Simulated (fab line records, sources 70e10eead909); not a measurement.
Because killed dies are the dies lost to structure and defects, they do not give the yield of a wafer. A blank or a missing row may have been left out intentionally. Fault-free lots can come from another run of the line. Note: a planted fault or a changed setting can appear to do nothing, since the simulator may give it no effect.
fab line records	flow nandHarc
record: lots: 24	wafers: 72	lastDay: 33
route steps=1302 shown A_STAIRCASE@876 A_SLIT@934 A_WL_FILL@959
lots that met no fault: taken from a fault-free run of the same line
startH: the number of hours between the record's first day and the start of the first shown wafer of the lot	waitH: how many hours have passed since the lot's step before this one	" as in the row above	L1.1+2: a single row standing in for several wafers	- no value present, or no start provided	* or withheld: withheld	< > ~ a bound
route shown NAME@n: names a module that has steps shown in the file, with the first one's number in the route	usual: mean/standard deviation of fault-free wafers	same: alike in all rows	chamber/n: place in a boat	sites: each site's reading	_std_site: the standard deviation of these	_edge_site: mean of outer sites minus mean of inner sites	radiusMm: how far each site lies from the wafer's centre	mask NAME#n: copy n	behind: the last tool/chamber to shape the wafer	hold: why the lot was held/for how many hours/how that ended	device: transistor that didn't switch, given as n, p or np	end of line: at the end of the route, the tests of the same wafers	where a step has no rows: the recipe by itself	killed: the dies lost at the first sort to structure and to defects; this is not the yield of the wafer	map: per-die view of a wafer (x killed, . not killed, _ where there is no die)
set.NAME: setting as actually run; set.NAME@STEP: the setting as run at that earlier step	model.NAME: the simulator's own value behind a step, which no gauge read
steps of the route over a sample of lots; a table a step, a row a wafer
services: the hour from which a tool's chamber was out of use, counted from the record's first day as startH (under 0 if before that day), plus the number of hours and why
== steps ==
step: NHARC_A_STAIRCASE_CMP_450
recipe: targetThkNm: 200	material: SiO2
usual: motorCurrentA: 11.9/1.7	slurryFilterDpKPa: 13.51/0.14
lot.wafer	tool	chamber	startH	waitH	motorCurrentA	slurryFilterDpKPa
L075.3	cmp-01	1	433.46	-	14.7	13.56
L075.4	"	2	"	"	14.0	13.43
L075.5	"	2	"	"	13.5	13.76
L074.3	cmp-02	2	449.31	-	12.6	13.54
L074.4	"	3	"	"	12.4	13.42
L074.6	"	2	"	"	12.5	13.57
L077.4	cmp-01	3	458.31	-	13.4	13.49
L077.1	"	0	"	"	10.5	13.60
L077.6	"	2	"	"	13.4	13.38
L076.4	cmp-04	2	464.05	-	10.6	13.40
L076.2	"	3	"	"	10.8	13.38
L076.1	"	0	"	"	13.4	13.56
L079.1	cmp-01	1	464.36	-	13.6	13.53
L079.2	"	2	"	"	13.2	13.69
L079.6	"	3	"	"	13.6	13.25
L078.1	cmp-01	3	465.18	-	12.8	13.48
L078.6	"	2	"	"	13.7	13.51
L078.5	"	3	"	"	13.9	13.32
L080.4	cmp-04	0	486.07	-	14.1	13.65
L080.1	"	2	"	"	10.8	13.68
L080.5	"	0	"	"	14.1	13.76
L082.2	cmp-01	0	514.90	-	10.9	13.43
L082.1	"	2	"	"	14.0	13.56
L082.4	"	3	"	"	14.1	13.58
L081.2	cmp-04	1	515.18	-	9.0	13.34
L081.3	"	0	"	"	14.2	13.71
L081.6	"	1	"	"	9.3	13.50
L083.3	cmp-04	3	531.27	-	11.3	13.68
L083.6	"	3	"	"	10.7	13.37
L083.5	"	0	"	"	14.3	13.67
L084.4	cmp-04	1	545.09	-	9.2	13.49
L084.6	"	2	"	"	10.6	13.50
L084.5	"	3	"	"	10.5	13.32
L085.3	cmp-04	1	552.78	-	9.4	13.40
L085.1	"	2	"	"	10.6	13.55
L085.5	"	3	"	"	10.2	13.54
L086.3	cmp-02	1	556.34	-	11.5	13.46
L086.6	"	2	"	"	12.8	13.59
L086.5	"	3	"	"	12.3	13.47
L087.1	cmp-02	0	557.12	-	10.6	13.63
L087.2	"	2	"	"	13.3	13.58
L087.5	"	1	"	"	11.4	13.65
L089.1	cmp-04	2	568.57	-	10.7	13.56
L089.3	"	3	"	"	10.7	13.76
L089.6	"	2	"	"	11.0	13.76
L088.3	cmp-02	3	569.75	-	12.3	13.43
L088.4	"	1	"	"	11.5	13.27
L088.6	"	2	"	"	11.9	13.45
L091.3	cmp-01	2	604.99	-	13.4	13.63
L091.6	"	0	"	"	10.4	13.78
L091.5	"	1	"	"	14.1	13.65
L090.4	cmp-02	0	605.27	-	9.9	13.58
L090.3	"	1	"	"	10.7	13.55
L090.5	"	3	"	"	12.8	13.67
L092.3	cmp-02	1	612.13	-	11.2	13.29
L092.1	"	3	"	"	12.8	13.69
L092.6	"	1	"	"	11.6	13.33
L093.2	cmp-04	1	628.42	-	9.6	13.48
L093.1	"	3	"	"	10.8	13.44
L093.6	"	0	"	"	13.7	13.74
L094.2	cmp-02	1	640.17	-	11.1	13.70
L094.3	"	0	"	"	10.5	13.62
L094.6	"	2	"	"	13.3	13.37
L095.3	cmp-04	2	640.38	-	10.5	13.65
L095.2	"	0	"	"	15.3	13.67
L095.4	"	1	"	"	9.0	13.76
L096.1	cmp-01	3	653.07	-	13.5	13.47
L096.2	"	0	"	"	10.2	13.30
L096.3	"	1	"	"	14.1	13.49
L097.1	cmp-01	0	666.27	-	9.9	13.36
L097.6	"	1	"	"	14.0	13.74
L097.5	"	2	"	"	13.8	13.50
step: NHARC_A_SLIT_OVL_MEAS_10
usual: overlayXNm: -0.1/0.6	overlayYNm: 0.1/0.77
lot.wafer	tool	chamber	startH	waitH	overlayXNm	overlayYNm
L075.3	overlay-01	-	447.15	-	-0.6	0.2
L075.4	"	-	"	"	-0.6	0.5
L075.5	"	-	"	"	-0.3	0.4
L074.3	overlay-01	-	464.14	-	0.4	2.0
L074.4	"	-	"	"	0.6	1.5
L074.6	"	-	"	"	0.6	1.4
L077.1	overlay-02	-	475.21	-	-0.4	0.2
L077.4	"	-	"	"	0.1	-0.2
L077.6	"	-	"	"	-0.4	0.5
L078.1	overlay-02	-	478.94	-	-0.1	0.5
L078.5	"	-	"	"	0.3	0.0
L078.6	"	-	"	"	0.0	0.0
L076.1	overlay-01	-	481.68	-	0.2	-0.8
L076.2	"	-	"	"	0.8	-1.7
L076.4	"	-	"	"	0.5	-0.9
L079.1	overlay-02	-	482.18	-	-0.8	-0.6
L079.2	"	-	"	"	-0.4	-0.8
L079.6	"	-	"	"	-0.1	-1.0
L080.1	overlay-02	-	503.49	-	1.4	-0.2
L080.4	"	-	"	"	0.9	-0.3
L080.5	"	-	"	"	0.9	-0.2
L082.1	overlay-01	-	530.29	-	-1.1	-1.4
L082.2	"	-	"	"	-0.6	-1.0
L082.4	"	-	"	"	-0.7	-0.4
L081.2	overlay-02	-	532.00	-	0.9	-0.6
L081.3	"	-	"	"	0.1	0.1
L081.6	"	-	"	"	0.3	-0.1
L083.3	overlay-02	-	546.69	-	-0.4	0.1
L083.5	"	-	"	"	0.1	0.4
L083.6	"	-	"	"	0.0	0.2
L084.4	overlay-02	-	560.96	-	0.6	0.9
L084.5	"	-	"	"	1.5	1.1
L084.6	"	-	"	"	0.6	0.4
L086.3	overlay-02	-	568.00	-	-0.6	1.1
L086.5	"	-	"	"	-0.5	0.6
L086.6	"	-	"	"	-0.5	1.1
L085.1	overlay-01	-	568.15	-	0.9	0.0
L085.3	"	-	"	"	0.7	0.4
L085.5	"	-	"	"	0.4	-0.4
L087.1	overlay-01	-	571.89	-	-0.2	1.0
L087.2	"	-	"	"	0.6	1.0
L087.5	"	-	"	"	0.8	1.1
L089.1	overlay-02	-	583.16	-	-0.8	0.8
L089.3	"	-	"	"	-0.9	0.5
L089.6	"	-	"	"	-0.4	1.0
L088.3	overlay-01	-	583.51	-	0.3	0.1
L088.4	"	-	"	"	-0.1	0.3
L088.6	"	-	"	"	0.2	0.1
L091.3	overlay-02	-	624.67	-	-0.6	0.3
L091.5	"	-	"	"	-0.4	0.4
L091.6	"	-	"	"	-0.9	0.5
L090.3	overlay-01	-	628.57	-	-0.2	-1.1
L090.4	"	-	"	"	0.4	-0.9
L090.5	"	-	"	"	-0.2	-1.2
L092.1	overlay-01	-	632.28	-	-0.4	-0.4
L092.3	"	-	"	"	0.4	-0.6
L092.6	"	-	"	"	-0.6	-0.2
L093.1	overlay-01	-	642.71	-	-0.4	-0.4
L093.2	"	-	"	"	-1.1	-0.7
L093.6	"	-	"	"	-0.3	-0.5
L095.2	overlay-01	-	656.22	-	-0.6	0.8
L095.3	"	-	"	"	-0.6	1.3
L095.4	"	-	"	"	-0.9	1.0
L094.2	overlay-02	-	656.49	-	-0.4	0.0
L094.3	"	-	"	"	-0.7	-0.8
L094.6	"	-	"	"	-0.2	-0.4
L096.1	overlay-02	-	669.93	-	-0.9	-0.1
L096.2	"	-	"	"	-0.8	-0.7
L096.3	"	-	"	"	-1.4	-0.2
L097.1	overlay-01	-	687.04	-	-0.9	0.9
L097.5	"	-	"	"	0.2	1.1
L097.6	"	-	"	"	-0.3	1.1
step: NHARC_A_WL_FILL_STRIP_27
recipe: powerW: 1500	tempC: 250	timeS: 20	chemistry: N2/H2
usual: drypumpMotorCurrentA: 5.8/0.38	heaterPowerW: 348/45
lot.wafer	tool	chamber	startH	waitH	drypumpMotorCurrentA	heaterPowerW	rfHoursCounterH
L075.3	plasmaAsher-01	0	462.17	0.1	5.8	382	-
L075.4	"	1	"	"	5.4	406	-
L075.5	"	1	"	"	5.4	404	-
L074.4	plasmaAsher-01	0	479.14	0.1	5.9	378	-
L074.3	"	1	"	"	5.4	404	-
L074.6	"	1	"	"	5.4	397	-
L077.1	plasmaAsher-02	0	492.82	0.2	5.6	323	12
L077.4	"	0	"	"	5.7	312	-
L077.6	"	0	"	"	5.6	326	-
L076.2	plasmaAsher-02	0	496.88	0.1	5.7	318	13
L076.1	"	1	"	"	6.5	270	13
L076.4	"	0	"	"	5.7	319	-
L078.1	plasmaAsher-01	0	497.21	0.1	5.8	364	31
L078.6	"	1	"	"	5.5	400	-
L078.5	"	0	"	"	5.8	388	-
L079.2	plasmaAsher-02	0	500.30	0.1	5.6	321	13
L079.1	"	1	"	"	6.6	280	13
L079.6	"	1	"	"	6.6	278	-
L080.1	plasmaAsher-02	0	520.37	0.2	5.7	317	17
L080.4	"	1	"	"	6.5	272	-
L080.5	"	0	"	"	5.7	311	-
L081.2	plasmaAsher-01	1	549.25	0.1	5.5	386	4
L081.3	"	0	"	"	5.8	353	-
L081.6	"	1	"	"	5.5	396	-
L082.1	plasmaAsher-01	0	549.56	0.1	5.9	364	4
L082.2	"	1	"	"	5.4	406	4
L082.4	"	0	"	"	5.8	364	-
L083.3	plasmaAsher-01	0	561.46	0.1	5.8	363	-
L083.5	"	0	"	"	5.9	360	-
L083.6	"	1	"	"	5.4	400	-
L084.4	plasmaAsher-01	0	578.79	0.2	5.8	360	-
L084.5	"	1	"	"	5.4	395	-
L084.6	"	0	"	"	5.8	358	-
L086.3	plasmaAsher-02	1	582.80	0.1	6.5	279	-
L086.6	"	1	"	"	6.5	271	-
L086.5	"	0	"	"	5.7	323	-
L085.1	plasmaAsher-01	0	587.91	0.4	5.8	363	12
L085.3	"	0	"	"	5.8	360	-
L085.5	"	0	"	"	5.8	362	-
L087.1	plasmaAsher-02	0	590.49	0.1	5.6	320	33
L087.2	"	1	"	"	6.4	272	33
L087.5	"	1	"	"	6.5	273	-
L089.1	plasmaAsher-01	1	598.05	0.2	5.5	407	15
L089.3	"	0	"	"	5.8	360	-
L089.6	"	0	"	"	5.9	377	-
L088.3	plasmaAsher-02	0	598.22	0.3	5.7	323	-
L088.4	"	1	"	"	6.5	284	-
L088.6	"	0	"	"	5.7	327	-
L091.3	plasmaAsher-02	1	639.52	0.2	6.5	268	-
L091.5	"	0	"	"	5.6	344	-
L091.6	"	1	"	"	6.5	281	-
L090.3	plasmaAsher-02	0	644.05	0.2	5.7	345	-
L090.4	"	1	"	"	6.5	275	-
L090.5	"	1	"	"	6.5	279	-
L092.1	plasmaAsher-01	1	647.09	0.1	5.5	391	25
L092.3	"	1	"	"	5.4	391	-
L092.6	"	1	"	"	5.4	400	-
L093.1	plasmaAsher-01	1	661.23	0.1	5.4	404	28
L093.2	"	0	"	"	5.8	368	28
L093.6	"	0	"	"	5.8	359	-
L095.2	plasmaAsher-01	0	671.24	0.2	5.8	359	29
L095.4	"	1	"	"	5.4	397	-
L095.3	"	0	"	"	5.8	364	-
L094.2	plasmaAsher-01	1	671.37	0.3	5.5	394	29
L094.3	"	0	"	"	5.9	362	-
L094.6	"	1	"	"	5.5	390	-
L096.2	plasmaAsher-01	0	684.74	0.1	5.8	357	33
L096.1	"	1	"	"	5.4	380	33
L096.3	"	0	"	"	5.8	363	-
L097.1	plasmaAsher-02	1	702.16	0.4	6.6	278	19
L097.5	"	1	"	"	6.5	283	-
L097.6	"	0	"	"	5.6	349	-
step: NHARC_A_WL_FILL_ALD_19
recipe: targetThkA: 20	pulseTimeS: 3	aldCycles: 100	tempC: 450	material: TiN
usual: heaterPowerW: 1070/77	precursorPulseHeightRel: 1.000/0.018
lot.wafer	tool	chamber	startH	waitH	heaterPowerW	precursorPulseHeightRel	sinceWetCleanH
L075.3	aldMetal-02	2	477.91	0.1	1086	1.008	36
L075.4	"	1	"	"	1123	0.988	36
L075.5	"	3	"	"	1196	0.970	-
L074.3	aldMetal-01	1	495.14	0.1	1140	1.018	137
L074.4	"	3	"	"	1051	1.012	137
L074.6	"	1	"	"	1145	1.004	-
L077.4	aldMetal-01	1	509.01	0.1	1145	1.000	151
L077.1	"	3	"	"	1028	1.014	151
L077.6	"	2	"	"	1107	0.960	-
L079.2	aldMetal-03	2	513.23	0.1	1035	0.977	113
L079.1	"	3	"	"	1000	0.998	113
L079.6	"	1	"	"	1058	0.994	-
L078.1	aldMetal-01	3	513.27	0.1	1022	0.977	155
L078.6	"	2	"	"	1095	1.021	-
L078.5	"	3	"	"	1004	1.005	-
L076.4	aldMetal-03	0	516.32	0.1	1013	0.985	116
L076.2	"	2	"	"	1021	1.031	116
L076.1	"	3	"	"	1033	1.019	116
L080.1	aldMetal-01	0	538.03	0.1	991	0.986	2
L080.4	"	2	"	"	1080	0.973	2
L080.5	"	1	"	"	1173	0.992	-
L082.4	aldMetal-01	3	566.75	0.1	958	1.012	31
L082.1	"	0	"	"	968	1.009	31
L082.2	"	1	"	"	1165	0.998	31
L081.2	aldMetal-02	0	569.95	0.1	1173	1.004	128
L081.3	"	3	"	"	1188	0.978	128
L081.6	"	0	"	"	1145	0.982	-
L083.3	aldMetal-03	0	578.34	0.1	958	1.020	0
L083.5	"	0	"	"	941	1.000	-
L083.6	"	1	"	"	1042	1.009	-
L086.3	aldMetal-02	0	597.32	0.1	1198	1.011	155
L086.6	"	3	"	"	1171	0.991	-
L086.5	"	0	"	"	1129	1.007	-
L084.4	aldMetal-01	0	597.32	0.1	965	1.000	61
L084.5	"	3	"	"	983	1.023	-
L084.6	"	0	"	"	980	1.011	-
L085.1	aldMetal-03	1	603.62	0.1	1033	0.991	26
L085.3	"	2	"	"	1098	0.987	26
L085.5	"	0	"	"	956	1.011	-
L087.2	aldMetal-01	0	606.08	0.1	979	1.016	70
L087.1	"	2	"	"	1091	1.005	70
L087.5	"	0	"	"	962	0.987	-
L088.4	aldMetal-01	0	613.20	0.1	966	1.026	77
L088.3	"	2	"	"	1088	1.007	77
L088.6	"	1	"	"	1178	0.996	-
L089.1	aldMetal-03	1	613.25	0.1	1049	0.995	35
L089.3	"	2	"	"	1103	0.975	35
L089.6	"	1	"	"	1047	1.007	-
L091.3	aldMetal-02	0	654.69	0.2	1189	1.007	35
L091.6	"	1	"	"	1076	0.988	-
L091.5	"	2	"	"	1111	0.996	-
L090.3	aldMetal-02	3	659.74	0.1	1121	0.963	40
L090.4	"	0	"	"	1208	1.031	40
L090.5	"	2	"	"	1116	0.984	-
L092.3	aldMetal-01	3	662.96	0.1	984	1.034	127
L092.1	"	0	"	"	974	1.000	127
L092.6	"	3	"	"	943	1.037	-
L093.2	aldMetal-01	1	677.02	0.1	1153	0.991	141
L093.1	"	0	"	"	958	1.001	141
L093.6	"	1	"	"	1193	1.005	-
L095.2	aldMetal-01	0	686.99	0.1	1008	0.986	151
L095.3	"	2	"	"	1114	0.997	151
L095.4	"	3	"	"	960	1.020	151
L094.2	aldMetal-03	1	687.03	0.1	1017	1.007	109
L094.3	"	2	"	"	1086	1.011	109
L094.6	"	3	"	"	1072	0.996	-
L096.3	aldMetal-01	1	700.40	0.1	1212	0.993	164
L096.2	"	2	"	"	1080	1.004	164
L096.1	"	3	"	"	966	1.011	164
L097.1	aldMetal-02	1	717.88	0.1	1082	1.020	98
L097.6	"	1	"	"	1096	0.981	-
L097.5	"	2	"	"	1142	1.015	-
step: NHARC_A_WL_FILL_CVD_20
recipe: targetThkA: 1000	tempC: 400	pressureTorr: 40	wf6FlowSccm: 40	h2FlowSccm: 1600	arFlowSccm: 1560	timeS: 74	material: W
usual: heaterPowerW: 854/36	throttleValvePct: 8.14/0.24
lot.wafer	tool	chamber	startH	waitH	heaterPowerW	sinceWetCleanH	throttleValvePct
L075.3	cvdW-02	0	-	-	816	-	8.31
L075.4	"	1	"	"	895	-	8.27
L075.5	"	1	"	"	886	-	8.19
L074.3	cvdW-01	0	-	-	841	-	8.02
L074.4	"	1	"	"	904	-	8.06
L074.6	"	0	"	"	834	-	7.71
L077.1	cvdW-02	0	-	-	840	46	8.46
L077.4	"	1	"	"	902	-	8.39
L077.6	"	1	"	"	892	-	8.25
L079.1	cvdW-01	1	-	-	914	134	7.86
L079.2	"	0	"	"	853	134	7.80
L079.6	"	1	"	"	891	-	7.75
L078.1	cvdW-02	0	-	-	836	50	8.73
L078.6	"	0	"	"	831	-	8.56
L078.5	"	1	"	"	899	-	8.18
L076.1	cvdW-01	1	-	-	902	137	8.22
L076.2	"	0	"	"	834	137	7.77
L076.4	"	1	"	"	907	-	7.85
L080.1	cvdW-01	0	-	-	835	159	8.05
L080.4	"	1	"	"	890	-	8.32
L080.5	"	1	"	"	925	-	8.05
L082.1	cvdW-01	1	-	-	883	7	7.67
L082.2	"	0	"	"	809	7	7.94
L082.4	"	1	"	"	886	-	8.04
L081.2	cvdW-01	0	-	-	796	10	7.88
L081.3	"	1	"	"	851	-	7.78
L081.6	"	0	"	"	824	-	7.95
L083.3	cvdW-02	1	-	-	913	-	8.30
L083.6	"	1	"	"	892	-	8.28
L083.5	"	0	"	"	828	-	8.68
L084.4	cvdW-02	1	-	-	883	-	8.07
L084.5	"	1	"	"	894	-	8.35
L084.6	"	0	"	"	833	-	8.25
L086.3	cvdW-01	1	-	-	880	-	7.95
L086.6	"	0	"	"	793	-	8.31
L086.5	"	1	"	"	913	-	7.91
L085.1	cvdW-01	0	-	-	815	43	7.72
L085.3	"	0	"	"	794	-	7.75
L085.5	"	0	"	"	821	-	8.15
L087.2	cvdW-01	0	-	-	805	46	8.17
L087.1	"	1	"	"	885	46	8.00
L087.5	"	1	"	"	855	-	7.77
L088.3	cvdW-02	1	-	-	900	-	8.31
L088.4	"	0	"	"	852	-	8.54
L088.6	"	1	"	"	886	-	7.88
L089.1	cvdW-01	1	-	-	844	53	7.94
L089.3	"	0	"	"	812	-	8.18
L089.6	"	0	"	"	794	-	7.81
L091.3	cvdW-02	1	-	-	880	-	7.94
L091.5	"	1	"	"	849	-	8.30
L091.6	"	0	"	"	830	-	8.42
L090.4	cvdW-01	0	-	-	807	-	8.13
L090.3	"	1	"	"	868	-	8.09
L090.5	"	0	"	"	801	-	8.14
L092.1	cvdW-01	0	-	-	792	103	7.83
L092.3	"	1	"	"	890	-	7.83
L092.6	"	0	"	"	827	-	7.86
L093.1	cvdW-01	1	-	-	901	117	8.13
L093.2	"	0	"	"	797	117	8.04
L093.6	"	0	"	"	796	-	8.16
L094.2	cvdW-02	1	-	-	857	43	8.17
L094.3	"	0	"	"	868	-	8.21
L094.6	"	1	"	"	848	-	8.16
L095.2	cvdW-01	1	-	-	894	127	8.04
L095.4	"	0	"	"	790	-	8.02
L095.3	"	1	"	"	882	-	8.03
L096.2	cvdW-02	1	-	-	843	56	8.22
L096.1	"	0	"	"	841	56	8.57
L096.3	"	1	"	"	850	-	8.19
L097.1	cvdW-02	0	-	-	847	74	8.27
L097.5	"	0	"	"	855	-	8.17
L097.6	"	1	"	"	844	-	8.36
step: NHARC_A_WL_FILL_CMP_12
recipe: tOverpolishS: 30	targetThkNm: 100
usual: motorCurrentA: 12.2/1.3	overpolishRunS: 29.999/0.0091	slurryFilterDpKPa: 13.50/0.15	timeToEndpointS: 19.8/2.2
lot.wafer	tool	chamber	startH	waitH	motorCurrentA	overpolishRunS	slurryFilterDpKPa	timeToEndpointS
L075.4	cmp-01	2	478.39	0.2	13.4	30.004	13.68	20.9
L075.3	"	0	"	"	10.4	30.004	13.31	21.6
L075.5	"	1	"	"	13.9	30.007	13.52	21.1
L074.4	cmp-02	1	495.52	0.1	11.7	30.011	13.39	19.1
L074.3	"	2	"	"	12.5	30.002	13.59	21.3
L074.6	"	2	"	"	12.8	30.012	13.30	19.0
L077.1	cmp-01	1	509.40	0.2	13.9	29.985	13.59	23.8
L077.4	"	0	"	"	10.4	29.998	13.75	20.1
L077.6	"	1	"	"	14.2	29.998	13.60	22.8
L079.1	cmp-02	2	513.61	0.2	12.6	30.002	13.55	19.2
L079.2	"	0	"	"	10.3	30.027	13.47	19.6
L079.6	"	2	"	"	13.1	29.990	13.39	19.2
L078.1	cmp-03	2	513.63	0.2	12.3	30.001	13.57	16.2
L078.6	"	2	"	"	12.7	30.007	13.38	17.0
L078.5	"	3	"	"	11.2	29.999	13.51	18.7
L076.1	cmp-03	1	516.70	0.2	10.6	30.005	13.40	17.5
L076.4	"	3	"	"	11.2	29.995	13.51	18.5
L076.2	"	0	"	"	12.0	29.991	13.35	19.0
L080.4	cmp-01	3	538.46	0.2	13.7	29.991	13.45	22.7
L080.1	"	0	"	"	10.1	30.000	13.45	21.9
L080.5	"	2	"	"	14.1	30.006	13.58	21.6
L082.1	cmp-02	2	567.13	0.2	12.7	30.003	13.62	17.0
L082.2	"	3	"	"	12.0	29.992	13.63	17.2
L082.4	"	0	"	"	10.6	30.011	13.31	19.1
L081.2	cmp-01	1	570.33	0.2	14.3	29.994	13.42	21.7
L081.3	"	3	"	"	13.7	30.002	13.37	20.7
L081.6	"	2	"	"	13.7	30.009	13.39	16.2
L083.3	cmp-02	0	578.77	0.2	10.9	30.000	13.42	17.3
L083.6	"	2	"	"	12.7	29.996	13.29	19.1
L083.5	"	3	"	"	11.5	29.993	13.70	18.4
L084.4	cmp-03	2	597.69	0.1	12.7	29.999	13.52	20.2
L084.5	"	2	"	"	12.2	30.009	13.64	18.4
L084.6	"	3	"	"	11.3	30.004	13.49	17.8
L086.3	cmp-02	0	597.77	0.2	10.3	30.021	13.40	18.4
L086.6	"	1	"	"	11.3	29.989	13.45	17.2
L086.5	"	2	"	"	13.0	29.989	13.75	18.7
L085.1	cmp-02	0	603.96	0.1	10.6	29.993	13.38	17.9
L085.3	"	2	"	"	12.4	29.973	13.78	17.7
L085.5	"	1	"	"	11.4	29.990	13.63	16.7
L087.2	cmp-03	3	606.47	0.2	11.1	29.995	13.45	19.5
L087.1	"	2	"	"	12.2	30.000	13.29	18.0
L087.5	"	0	"	"	11.8	29.985	13.46	16.8
L088.3	cmp-03	2	613.58	0.1	13.0	30.007	13.52	20.8
L088.4	"	0	"	"	12.3	30.006	13.46	18.9
L088.6	"	2	"	"	12.3	29.991	13.37	20.5
L089.3	cmp-01	3	613.66	0.2	13.0	30.009	13.46	20.4
L089.1	"	0	"	"	10.4	29.992	13.53	19.3
L089.6	"	1	"	"	14.3	29.980	13.58	21.0
L091.3	cmp-01	0	655.09	0.2	10.5	29.995	13.95	19.1
L091.6	"	1	"	"	13.9	29.989	13.42	20.5
L091.5	"	2	"	"	13.2	30.017	13.37	15.9
L090.3	cmp-03	1	660.15	0.1	10.2	29.989	13.55	23.7
L090.4	"	2	"	"	13.2	30.003	13.29	22.4
L090.5	"	3	"	"	11.4	29.999	13.58	23.3
L092.3	cmp-02	2	663.34	0.1	11.9	29.993	13.36	18.3
L092.1	"	0	"	"	10.0	30.015	13.26	17.8
L092.6	"	2	"	"	12.8	30.021	13.31	18.2
L093.1	cmp-03	3	677.40	0.2	10.8	30.004	13.35	23.3
L093.2	"	2	"	"	12.6	30.012	13.90	22.8
L093.6	"	3	"	"	11.5	29.996	13.78	22.2
L095.2	cmp-03	0	687.37	0.1	11.2	29.989	13.73	19.1
L095.4	"	2	"	"	13.2	29.994	13.44	22.7
L095.3	"	3	"	"	11.4	30.001	13.60	23.0
L094.2	cmp-01	1	687.39	0.2	14.3	29.994	13.45	23.6
L094.3	"	3	"	"	13.5	29.987	13.46	21.6
L094.6	"	1	"	"	14.7	30.010	13.43	25.7
L096.2	cmp-01	3	700.80	0.2	14.5	29.995	13.53	18.0
L096.3	"	0	"	"	10.1	29.984	13.56	22.2
L096.1	"	1	"	"	13.7	29.982	13.54	20.3
L097.1	cmp-03	0	718.30	0.2	11.6	30.000	13.62	17.9
L097.6	"	2	"	"	12.7	30.000	13.40	19.3
L097.5	"	3	"	"	11.3	30.007	13.44	23.1
== services ==
tool	chamber	startH	hours	kind
cmp-02	-	412.05	0.5	repair
aldMetal-01	-	414.72	1.6	repair
plasmaAsher-02	-	426.60	9.0	pm
cmp-02	-	429.74	4.0	pm
aldMetal-01	-	460.42	0.5	repair
aldMetal-01	3	461.68	16.5	repair
cmp-02	-	477.69	3.1	repair
cmp-01	-	479.50	4.0	pm
cmp-01	-	504.61	0.7	repair
plasmaAsher-01	-	519.00	9.0	pm
aldMetal-01	-	526.00	10.0	pm
cmp-02	-	527.74	4.0	pm
aldMetal-01	1	540.69	10.3	repair
cvdW-01	-	547.36	13.0	pm
cmp-01	-	577.50	4.0	pm
plasmaAsher-01	-	594.24	2.0	repair
cmp-02	-	625.74	4.0	pm
cmp-01	-	658.51	6.7	repair
cmp-02	-	666.41	5.4	repair
cmp-01	-	675.50	4.0	pm
cmp-01	-	687.56	4.3	repair
plasmaAsher-01	-	696.00	9.0	pm
aldMetal-01	-	704.00	10.0	pm
cmp-01	-	717.25	0.7	repair
== key ==
fault none
